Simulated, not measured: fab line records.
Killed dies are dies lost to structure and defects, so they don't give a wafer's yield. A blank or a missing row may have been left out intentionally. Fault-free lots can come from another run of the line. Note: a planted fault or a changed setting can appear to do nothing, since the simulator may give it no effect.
Lot-split experiment -- flow n5Finfet -- 7 lots, 39 wafers read, on a route of 1938 steps

THE SPLIT
At N5_BEOL_M6_TRENCH_ETCH_37 (etches SiCOH lowk in C4F6/O2, target depth 94.435 nm, time 31.5 s), the setting timeS was moved away from the recipe's 31.5 s on 18 of the 39 wafers read, by -31.1% to +55.8%. All remaining wafers had this setting at the recipe value.

FROM THE SPLIT TO THE READING: what the file shows between them, 8 steps
- N5_BEOL_M6_ETCH_41: etches SiCN in CH3F/O2, target depth 29.7 nm, time 52 s
- N5_BEOL_M6_STRIP_80: strips in N2/H2, time 10 s
- N5_BEOL_M6_OCD_MEAS_38
- N5_BEOL_M6_HM_STRIP_39: strips TiN in peroxide tin strip, target depth 25 nm, time 158 s
- N5_BEOL_M6_SRD_40: time 30 s
- N5_BEOL_M6_ECD_50: material Cu, target thk 300 nm
- N5_BEOL_M6_ANNEAL_51: time 90 s
- N5_BEOL_M6_CMP_52: polishes, stops on SiCOH lowk, t overpolish 6.9 s, target thk 80 nm

THE READING
M6_THK, in nm, at N5_BEOL_M6_THK_MEAS_53 (measures by xrf). Fault-free wafers of this fab line usually give 78.8 nm, standard deviation 2.6 nm.

wafer,"tool, chamber at the split","timeS as run, s",against the recipe,"M6_THK, nm",against lot-mates on the recipe
L074.1,"rieDiel-05, 1",31.5,recipe,77.4,-
L074.2,"rieDiel-05, 0",45.54,+44.6%,116.2,+39.7
L074.3,"rieDiel-05, 2",31.5,recipe,77.8,-
L074.4,"rieDiel-05, 3",45.54,+44.6%,118.0,+41.5
L074.5,"rieDiel-05, 1",45.54,+44.6%,116.6,+40.1
L074.6,"rieDiel-05, 0",31.5,recipe,74.3,-
L079.1,"rieDiel-02, 1",31.5,recipe,76.5,-
L079.2,"rieDiel-02, 2",49.07,+55.8%,130.8,+53.4
L079.3,"rieDiel-02, 3",49.07,+55.8%,134.0,+56.6
L079.4,"rieDiel-02, 2",49.07,+55.8%,127.3,+49.9
L079.5,"rieDiel-02, 3",31.5,recipe,78.4,-
L079.6,"rieDiel-02, 1",31.5,recipe,77.2,-
L078.1,"rieDiel-05, 0",31.5,recipe,75.7,-
L078.2,"rieDiel-05, 1",31.5,recipe,75.7,-
L078.3,"rieDiel-05, 3",39.14,+24.3%,99.0,+23.7
L078.4,"rieDiel-05, 2",39.14,+24.3%,101.7,+26.4
L078.5,"rieDiel-05, 2",39.14,+24.3%,102.5,+27.2
L078.6,"rieDiel-05, 1",31.5,recipe,74.5,-
L082.1,"rieDiel-01, 1",38.7,+22.9%,104.8,+26.1
L082.2,"rieDiel-01, 0",31.5,recipe,78.2,-
L082.3,"rieDiel-01, 2",31.5,recipe,76.8,-
L082.4,"rieDiel-01, 3",38.7,+22.9%,100.0,+21.3
L082.5,"rieDiel-01, 2",38.7,+22.9%,99.9,+21.2
L082.6,"rieDiel-01, 1",31.5,recipe,81.1,-
L081.2,"rieDiel-01, 2",31.5,recipe,77.9,-
L081.3,"rieDiel-01, 0",31.5,recipe,79.6,-
L081.6,"rieDiel-01, 1",31.5,recipe,82.2,-
L085.1,"rieDiel-02, 0",31.5,recipe,80.4,-
L085.2,"rieDiel-02, 2",31.5,recipe,74.3,-
L085.3,"rieDiel-02, 1",31.5,recipe,76.7,-
L085.4,"rieDiel-02, 1",22.32,-29.1%,51.2,-25.9
L085.5,"rieDiel-02, 2",22.32,-29.1%,48.7,-28.4
L085.6,"rieDiel-02, 0",22.32,-29.1%,52.5,-24.6
L087.1,"rieDiel-01, 2",21.7,-31.1%,51.9,-28.7
L087.2,"rieDiel-01, 0",31.5,recipe,81.3,-
L087.3,"rieDiel-01, 3",21.7,-31.1%,50.0,-30.6
L087.4,"rieDiel-01, 3",21.7,-31.1%,52.6,-28.0
L087.5,"rieDiel-01, 0",31.5,recipe,83.4,-
L087.6,"rieDiel-01, 2",31.5,recipe,77.1,-

THE FIT
A straight line over all 39 wafers: M6_THK changes by +0.917 nm for each +1% of timeS; r = +0.99; the points scatter about the line by 2.6 nm.
The same after taking each lot's own level away (the mean of its wafers on the recipe; 39 wafers): +0.943 nm for each +1%; r = +1.00; scatter 2.1 nm.
That fit puts the effect of the largest move of timeS on the reading at 53 nm.
From 75.30 to 80.60 nm: that is the span of the lots' own levels, equal to 2.0 times the standard deviation above.
The two slopes agree, so the slope changes little with the lot-to-lot level.
Check: with one of the wafers moved furthest among these (+55.8%) left out of the fit, the line predicts +52.9 nm for it against its lot-mates. Against them it came out at +53.4 nm.

THE WHOLE CHAIN: every reading that the file lists as answering this split, in the file's order
step,what it does,reading,change (the file's fit),r (the file's)
N5_BEOL_M6_TRENCH_ETCH_37,"etches SiCOH lowk in C4F6/O2, target depth 94.435 nm, time 31.5 s","etch.depthNm (the simulator's own value, which no gauge read)",+0.926 nm for each +1% of the setting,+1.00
N5_BEOL_M6_TRENCH_ETCH_37,"etches SiCOH lowk in C4F6/O2, target depth 94.435 nm, time 31.5 s","BEOL_M6.featureDepthNm (the simulator's own value, which no gauge read)",+0.926 nm for each +1% of the setting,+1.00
N5_BEOL_M6_TRENCH_ETCH_37,"etches SiCOH lowk in C4F6/O2, target depth 94.435 nm, time 31.5 s","TiN_of_BEOL_M6_HM_DEP_02.thkNm (the simulator's own value, which no gauge read)",-0.0279 nm for each +1% of the setting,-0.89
N5_BEOL_M6_OCD_MEAS_38,,trenchDepthNm,+0.93 nm for each +1% of the setting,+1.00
N5_BEOL_M6_CMP_52,"polishes, stops on SiCOH lowk, t overpolish 6.9 s, target thk 80 nm","Cu_of_BEOL_M6_ECD_50.thkNm (the simulator's own value, which no gauge read)",+0.951 nm for each +1% of the setting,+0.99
N5_BEOL_M6_THK_MEAS_53,measures by xrf,M6_THK,+0.946 for each +1% of the setting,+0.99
N5_BEOL_M6_RS_MEAS_57,measures by four-point-probe,M6_RS,"not straight: 0.492 at the lowest setting, 0.294 at the recipe, 0.163 at the highest",not given

THE FILE'S OWN FIT
M6_THK changes by +0.946 nm for each +1% of timeS, r = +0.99.
